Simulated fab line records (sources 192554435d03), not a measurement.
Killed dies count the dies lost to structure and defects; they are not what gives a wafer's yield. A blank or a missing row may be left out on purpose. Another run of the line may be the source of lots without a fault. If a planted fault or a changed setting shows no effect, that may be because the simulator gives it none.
A lot that was struck, set against a sound lot    flow n5Finfet    40 steps out of a route of 1938
Sound: wafers L608.2, L608.4, L608.6. Struck: wafer L617.1. (L617.6 of the same lot was not struck and is left out.) The cause comes at the end.
Per side, at each step with rows, come the tool, then ch with its chambers, and then its first start. Under that, the readings that differ: sound wafers    struck wafers    difference of the means    sigmas: that difference in standard deviations of wafers without a fault.
alike: a reading whose means differ by less than 2 such deviations, as well as words and numbers matching on both sides. not compared: withheld readings; readings where some wafer has no value; bounds like >300 that might hide an equal value; numbers whose values overlap and for which the record gives no deviation.
Wherever a step has rows on one side only, a row that says differs or no value, or a row with sigmas, the two part there. Numbers that have no deviation but don't overlap get no sigmas and don't part them. A reading missing from all wafers of one side parts the sides only when that side holds two or more wafers.

first, 9 steps without rows for these wafers: N5_MOL_CONTACT_COAG_CVD_140 (deposits W, target thk 66.5 nm, time 215 s); N5_MOL_CONTACT_COAG_PRECLEAN_127 (cleans in DIW, time 57.5 s); N5_MOL_CONTACT_COAG_SRD_128 (dry time 32 s); N5_MOL_CONTACT_COAG_CMP_52 (polishes, stops on SiO2, t overpolish 1.5 s, target thk 66.5 nm); N5_MOL_CONTACT_COAG_ANNEAL_112 (time 1800 s); N5_BEOL_M0_SAQP_PECVD_00 (deposits SiCN from 3MS/NH3, target thk 8 nm, time 14 s); N5_BEOL_M0_SAQP_ILD_DEP_01 (deposits SiOC from DEMS/O2, target thk 45.419 nm, time 8.7 s); N5_BEOL_M0_SAQP_HM_DEP_02 (deposits TiN, target thk 12 nm); N5_BEOL_M0_SAQP_PECVD_03 (deposits SiCN from 3MS/NH3, target thk 12 nm, time 21.1 s).
N5_BEOL_M0_SAQP_PECVD_96: deposits a-Si from SiH4/He, target thk 45 nm, time 45.2 s.
  sound on pecvd-04 ch 0,1, day 6 07:00; struck on pecvd-04 ch 2, day 10 06:22
reading                                         sound           struck  difference  sigmas
heaterPowerW (W)                                514 527 632     686     +128        +2
runLengthS (s)                                  80.7 80.9 81.0  118.5   +37.6       +70
model.a-Si_of_BEOL_M0_SAQP_PECVD_96.thkNm (nm)  44.6 45.4 45.2  80      +35         
  alike: showerheadPlenumPTorr, throttleValvePct
  not compared: sinceWetCleanH
then, 25 steps without rows for these wafers: N5_BEOL_M0_SAQP_PECVD_97 (deposits SiNx from SiH4/NH3/N2, target thk 23 nm, time 19.9 s); N5_BEOL_M0_SAQP_PECVD_04 (deposits a-Si from SiH4/He, target thk 60 nm, time 60.2 s); N5_BEOL_M0_SAQP_HM_DEP_111 (deposits SiO2 from SiH4/N2O, target thk 12 nm, time 7.2 s); N5_BEOL_M0_SAQP_COAT_81 (time 60 s, resist thk 100 nm); N5_BEOL_M0_SAQP_COAT_82 (time 60 s, resist thk 30 nm); N5_BEOL_M0_SAQP_COAT_08 (resist thk 90 nm); N5_BEOL_M0_SAQP_EBR_10; N5_BEOL_M0_SAQP_SOFTBAKE_09 (time 60 s); N5_BEOL_M0_SAQP_EXPOSE_11 (exposes mask M0 CORE, target cd 42 nm); N5_BEOL_M0_SAQP_PEB_12 (peb time 60 s); N5_BEOL_M0_SAQP_DEVELOP_13 (develop time 30 s); N5_BEOL_M0_SAQP_DESCUM_19 (chemistry O2, time 7.9 s); N5_BEOL_M0_SAQP_ETCH_83 (etches SiARC in CF4, target depth 39 nm, time 65 s); N5_BEOL_M0_SAQP_ETCH_84 (etches SOC in N2/H2, target depth 100 nm, overetch 20 nm, time 150 s); N5_BEOL_M0_SAQP_STRIP_80 (strips in N2/H2); N5_BEOL_M0_SAQP_HM_OPEN_112 (chemistry CHF3/O2, target SiO2, stops on a-Si, target depth 12 nm, time 13.5 s); N5_BEOL_M0_SAQP_STRIP_113 (strips in CHF3/O2); N5_BEOL_M0_SAQP_MANDREL_ETCH_20 (etches a-Si in HBr/Cl2, stops on SiNx, target depth 60 nm, bt time 10 s, time 30 s); N5_BEOL_M0_SAQP_STRIP_86 (strips in N2/H2); N5_BEOL_M0_SAQP_STRIP_115 (strips in post etch residue remover, time 60 s); N5_BEOL_M0_SAQP_SRD_93 (time 30 s); N5_BEOL_M0_SAQP_RECESS_114 (chemistry HF/NH3, target SiO2, target depth 14.4 nm, afs cycles 3, sublimation time 60 s); N5_BEOL_M0_SAQP_SPACER1_ALD_98 (deposits SiO2, target thk 12.8 nm, pulse time 1 s, purge time 2 s); N5_BEOL_M0_SAQP_SPACER1_ETCHBACK_99 (etches SiO2 in CHF3/O2, target depth 15.4 nm, time 7.7 s); N5_BEOL_M0_SAQP_MANDREL1_REMOVE_100 (chemistry HBr/Cl2/O2, target a-Si, stops on SiNx, bt time 10 s).
N5_BEOL_M0_SAQP_MANDREL_ETCH_103: etches a-Si in HBr/Cl2, stops on SiCN, target depth 45 nm, bt time 10 s, time 27 s.
  sound on rieSi-05 ch 1,2,3, day 6 09:42; struck on rieSi-03 ch 3, day 10 10:53
reading                  sound              struck  difference  sigmas
oesProductAu (a.u.)      0.678 0.679 0.662  0.986   +0.313      +26
model.etch.depthNm (nm)  44.51 45.34 45.24  79.94   +34.91      
  alike: drypumpMotorCurrentA, heBacksideLeakSccm, throttleValvePct
  not compared: rfHoursCounterH
N5_BEOL_M0_SAQP_SPACER2_ETCHBACK_27: etches SiO2 in CHF3/O2, target depth 22.5 nm, time 11.25 s.
  sound on rieDiel-02 ch 0,1,2, day 6 12:06; struck on rieDiel-05 ch 0, day 10 14:53
reading                                         sound           struck  difference  sigmas
oesProductAu (a.u.)                             0.88 0.68 0.76  0.54    -0.23       -3
model.a-Si_of_BEOL_M0_SAQP_PECVD_96.thkNm (nm)  42.4 43.2 43.2  77.8    +34.9       
  alike: drypumpMotorCurrentA, rfVppV, showerheadPlenumPTorr, throttleValvePct
  not compared: rfHoursCounterH
N5_BEOL_M0_SAQP_INSPECT_42: inspects for defects (brightfield).
  struck on defectInspect-01, day 10 15:31; sound on defectInspect-02, day 6 12:49
reading         sound        struck  difference  sigmas
rawDefectCount  259 274 270  1207    +939        +11
-- record jumps: 2 days separate the struck wafers' starts on either side; left off in module BEOL_M0_SAQP, taken up again in module BEOL_M4, whose first shown step is the route's number 1111 --
N5_BEOL_M4_RC_MEAS_101:
  sound on prober-02 ch 0, day 11 01:49; struck on prober-01 ch 0, day 13 02:28
  alike: DIBL_N, DIBL_P, IOFF_N, IOFF_P, ION_N, ION_P, SS_N, SS_P, VT_N, VT_P
-- here the record skips 4 days between the struck wafers' starts before and after, leaving off in module BEOL_M4 and picking up in module PASSIVATION (first step shown: number 1936 of the route) --
N5_PASSIVATION_PROBE_49:
  rows exist in the record for the struck wafers here (prober-02, day 17 13:01), but not for the sound ones

## WHERE THEY PART
First at N5_BEOL_M0_SAQP_PECVD_96; last, within this record, at N5_PASSIVATION_PROBE_49.

WHY: what had been put in by the simulator
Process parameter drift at N5_BEOL_M0_SAQP_PECVD_96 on pecvd-04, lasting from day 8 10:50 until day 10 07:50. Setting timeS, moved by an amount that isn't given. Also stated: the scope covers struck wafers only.
